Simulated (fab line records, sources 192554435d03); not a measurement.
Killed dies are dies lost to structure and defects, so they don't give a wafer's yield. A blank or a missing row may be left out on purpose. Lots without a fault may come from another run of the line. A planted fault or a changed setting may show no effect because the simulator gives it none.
Which tool did it? | flow n5_finfet | 11 lots, 33 wafers sampled, at 5 steps of a route of 1938

WHAT THE GAUGES READ, wafer by wafer
N5_ZERO_LAYER_INSPECT_20: inspects for defects (darkfield). Usual: raw_defect_count 34, standard deviation 14.
lot  | measured    | on                | raw_defect_count | flag
L162 | day 1 13:23 | defect_inspect-02 | 46 33 28         |
L164 | day 2 01:15 | defect_inspect-02 | 24 21 20         |
L166 | day 2 13:37 | defect_inspect-01 | 29 18 50         |
L169 | day 3 07:57 | defect_inspect-02 | 33 34 27         |
L170 | day 3 13:17 | defect_inspect-02 | 51 30 44         |
L172 | day 4 01:23 | defect_inspect-01 | 37 39 42         |
L179 | day 5 19:23 | defect_inspect-02 | 33 45 38         |
L180 | day 6 01:34 | defect_inspect-01 | 24 27 26         |
L181 | day 6 07:35 | defect_inspect-01 | 19 26 40         |
L182 | day 6 13:56 | defect_inspect-02 | 39 56 47         |
L183 | day 6 19:26 | defect_inspect-02 | 32 44 32         |

N5_WELL_APT_CD_MEAS_08: target cd 200 nm. Usual: cd_nm 199.9 nm, standard deviation 2.1.
lot  | measured    | on        | cd_nm (nm)        | flag
L162 | day 1 13:41 | cd_sem-02 | 198.4 200.2 199.0 |
L164 | day 2 01:41 | cd_sem-03 | 199.4 202.2 199.9 |
L166 | day 2 14:02 | cd_sem-01 | 202.0 203.6 202.6 |
L169 | day 3 08:16 | cd_sem-03 | 199.2 196.8 200.1 |
L170 | day 3 13:43 | cd_sem-01 | 201.0 199.7 200.8 |
L172 | day 4 01:41 | cd_sem-03 | 197.7 199.8 200.0 |
L179 | day 5 19:41 | cd_sem-03 | 198.4 198.1 197.6 |
L180 | day 6 01:52 | cd_sem-01 | 200.5 200.2 203.6 |
L181 | day 6 08:01 | cd_sem-03 | 202.8 201.8 197.9 |
L182 | day 6 14:14 | cd_sem-03 | 200.3 197.9 197.8 |
L183 | day 6 19:44 | cd_sem-01 | 202.0 199.3 201.2 |

N5_WELL_APT_INSPECT_27: inspects for defects (macro). Usual: raw_defect_count 2.1, standard deviation 1.5.
lot  | measured    | on                | raw_defect_count | flag
L162 | day 1 14:59 | defect_inspect-02 | 4 1 3            |
L164 | day 2 02:52 | defect_inspect-02 | 3 2 3            |
L166 | day 2 15:20 | defect_inspect-01 | 3 1 1            |
L169 | day 3 09:34 | defect_inspect-01 | 3 6 7            |
L170 | day 3 15:01 | defect_inspect-02 | 0 1 3            |
L172 | day 4 03:00 | defect_inspect-02 | 3 0 1            |
L179 | day 5 20:52 | defect_inspect-02 | 3 2 2            |
L180 | day 6 03:04 | defect_inspect-01 | 1 1 1            |
L181 | day 6 09:13 | defect_inspect-02 | 3 0 4            |
L182 | day 6 15:32 | defect_inspect-02 | 2 3 4            |
L183 | day 6 21:02 | defect_inspect-02 | 3 2 4            |

N5_BEOL_M4_RC_MEAS_101. Usual: DIBL_N 36.0 mV/V, standard deviation 2.5; DIBL_P 36.2 mV/V, standard deviation 3; IOFF_N 0.16 nA/um, standard deviation 0.044; IOFF_P 0.21 nA/um, standard deviation 0.049; ION_N 671 uA/um, standard deviation 15; ION_P 461 uA/um, standard deviation 8.7; RS_NWELL 1035 ohm/sq, standard deviation 6.8; SS_N 71.5 mV/dec, standard deviation 0.72; SS_P 73.4 mV/dec, standard deviation 0.9; VT_N 251 mV, standard deviation 4.4; VT_P -250 mV, standard deviation 4.
lot  | measured     | on        | DIBL_N (mV/V)  | DIBL_P (mV/V)  | IOFF_N (nA/um) | IOFF_P (nA/um) | ION_N (uA/um) | ION_P (uA/um) | RS_NWELL (ohm/sq) | SS_N (mV/dec)  | SS_P (mV/dec)  | VT_N (mV)   | VT_P (mV)      | flag
L162 | day 8 12:22  | prober-01 | 34.7 36.7 33.9 | 33.8 36.3 32.7 | 0.13 0.16 0.12 | 0.20 0.24 0.19 | 653 672 667   | 456 469 468   | 1037 1037 1035    | 71.5 71.4 71.0 | 72.0 73.8 72.1 | 255 249 252 | -250 -243 -246 |
L164 | day 8 21:51  | prober-01 | 39.1 36.2 35.8 | 39.3 36.5 34.4 | 0.23 0.17 0.16 | 0.27 0.23 0.20 | 683 688 659   | 463 468 451   | 1039 1044 1046    | 73.2 71.3 71.9 | 74.2 73.4 73.2 | 247 248 249 | -246 -248 -248 |
L166 | day 9 23:35  | prober-01 | 37.4 38.0 38.5 | 38.6 39.2 39.4 | 0.19 0.19 0.20 | 0.24 0.25 0.24 | 694 670 678   | 470 454 457   | 1029 1029 1037    | 72.2 72.3 72.9 | 73.8 73.3 74.5 | 249 250 249 | -247 -252 -251 |
L169 | day 10 07:52 | prober-02 | 37.0 36.0 39.7 | 36.6 35.6 40.1 | 0.16 0.14 0.21 | 0.20 0.19 0.26 | 669 663 700   | 457 460 473   | 1020 1032 1034    | 72.0 71.0 72.0 | 73.2 72.6 74.0 | 254 255 246 | -252 -251 -249 |
L170 | day 10 06:41 | prober-01 | 34.1 36.0 37.1 | 32.0 35.3 37.1 | 0.11 0.13 0.15 | 0.14 0.16 0.20 | 661 658 654   | 453 450 455   | 1039 1040 1028    | 70.8 71.4 72.1 | 72.9 73.9 74.2 | 259 255 251 | -259 -258 -254 |
L172 | day 11 04:19 | prober-02 | 35.8 38.2 35.3 | 35.0 37.5 33.7 | 0.13 0.17 0.13 | 0.19 0.22 0.18 | 662 672 662   | 459 463 464   | 1028 1051 1039    | 71.5 72.1 71.2 | 73.2 73.5 72.7 | 253 249 252 | -253 -247 -252 |
L179 | day 13 13:41 | prober-02 | 36.5 40.5 36.9 | 36.2 40.6 37.0 | 0.14 0.22 0.14 | 0.20 0.27 0.22 | 670 674 665   | 456 460 464   | 1713 1719 1708    | 71.0 72.4 71.9 | 73.2 74.5 74.0 | 250 246 253 | -254 -248 -250 | OFF
L180 | day 12 21:49 | prober-01 | 35.9 34.4 36.0 | 37.7 35.8 37.3 | 0.18 0.14 0.18 | 0.26 0.22 0.24 | 676 655 677   | 469 460 469   | 1695 1702 1692    | 71.0 70.9 72.3 | 73.7 73.8 73.8 | 248 255 248 | -244 -248 -247 | OFF
L181 | day 12 22:44 | prober-01 | 33.0 32.5 35.2 | 31.1 31.6 35.9 | 0.10 0.10 0.14 | 0.15 0.15 0.21 | 653 643 668   | 454 447 456   | 1036 1035 1032    | 71.0 70.5 71.3 | 71.9 72.3 73.8 | 258 259 250 | -255 -253 -251 |
L182 | day 13 18:57 | prober-02 | 36.2 33.7 39.4 | 37.6 33.4 39.8 | 0.16 0.11 0.22 | 0.25 0.17 0.28 | 674 657 694   | 477 453 471   | 1035 1034 1030    | 71.6 71.6 73.2 | 73.7 72.2 73.9 | 250 256 243 | -247 -254 -246 |
L183 | day 13 21:25 | prober-01 | 36.4 39.7 34.3 | 36.3 40.5 32.5 | 0.17 0.26 0.13 | 0.25 0.34 0.18 | 678 698 672   | 473 475 460   | 1033 1034 1027    | 72.1 72.2 70.5 | 73.6 74.3 72.5 | 251 242 251 | -248 -244 -249 |

WHICH TOOL RAN EACH LOT (tool, then ch and the chambers of the sampled wafers, then the start)
lot  | N5_WELL_APT_IMPLANT_14
L162 | implanter-02 ch 0, day 1 13:56
L164 | implanter-02 ch 0, day 2 01:52
L166 | implanter-01 ch 0, day 2 14:16
L169 | implanter-01 ch 0, day 3 08:30
L170 | implanter-02 ch 0, day 3 13:55
L172 | implanter-01 ch 0, day 4 01:53
L179 | implanter-02 ch 0, day 5 19:52
L180 | implanter-02 ch 0, day 6 02:03
L181 | implanter-01 ch 0, day 6 08:13
L182 | implanter-01 ch 0, day 6 14:29
L183 | implanter-01 ch 0, day 6 19:58
- N5_WELL_APT_IMPLANT_14

WHAT THE TOOLS THEMSELVES READ (means of the sampled wafers that have a number; where no wafer has one, the mark that the record gives instead)
N5_WELL_APT_IMPLANT_14. Usual: dose_ions_cm2 1.4998e+13, standard deviation 1.5e+10; faraday_current_uA 190, standard deviation 3.9; tilt_deg 0.001 degrees, standard deviation 0.02.
lot  | tool         | dose_ions_cm2 | faraday_current_uA | tilt_deg (degrees) | flag
L162 | implanter-02 | 1.4999e+13    | 190                | 0.008              |
L164 | implanter-02 | 1.4996e+13    | 190                | 0.014              |
L166 | implanter-01 | 1.5005e+13    | 191                | -0.020             |
L169 | implanter-01 | 1.5007e+13    | 193                | -0.002             |
L170 | implanter-02 | 1.5005e+13    | 188                | 0.010              |
L172 | implanter-01 | 1.5011e+13    | 192                | -0.016             |
L179 | implanter-02 | 6.3150e+12    | 82                 | -0.004             | OFF
L180 | implanter-02 | 6.3093e+12    | 80                 | 0.000              | OFF
L181 | implanter-01 | 1.5019e+13    | 190                | 0.013              |
L182 | implanter-01 | 1.5006e+13    | 187                | 0.018              |
L183 | implanter-01 | 1.5014e+13    | 189                | -0.008             |

THE ANSWER, worked out from the rows above alone
Rule: a lot is off if the mean of its wafers that have a number lies more than 3 standard deviations from the usual mean. A lot without any number at a reading at which 4 lots or more have one is off too. The other lots that the step has rows for count as sound. The gauges are gone through in route order, then the tools' own readings, and for those a lot's mean is taken as printed above. The first step at which some lot is off is used, and at that step the reading that is off furthest; a lot without a number counts as furthest.
Off: L179, L180, at N5_BEOL_M4_RC_MEAS_101 (RS_NWELL).
A tool fits if, at a process step before that reading, it ran every lot that is off, and no sound lot after the first of them. The gauges at N5_BEOL_M4_RC_MEAS_101 aren't tried: what is off there is off at N5_WELL_APT_IMPLANT_14 too, on other tools, and a gauge's error can't cause that. One fits: implanter-02 at N5_WELL_APT_IMPLANT_14. Its last sound lot is L170 (day 3 13:55), its first lot that is off L179 (day 5 19:52): a fault that began between those two fits.
The tool's own readings at N5_WELL_APT_IMPLANT_14 bear it out: on the lots that are off they differ by more than 5 times the standard deviation of the sound lots' means. dose_ions_cm2 reads 6.3122e+12 there against 1.5007e+13 on the sound lots; faraday_current_uA reads 81 there against 190 on the sound lots.

WHAT THE SIMULATOR HAD PUT IN
Process parameter drift: implanter-02, from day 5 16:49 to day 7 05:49, at N5_WELL_APT_IMPLANT_14. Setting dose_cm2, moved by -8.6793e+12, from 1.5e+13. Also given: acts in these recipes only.
Lots struck among those shown: L179, L180. The rule above found the same.
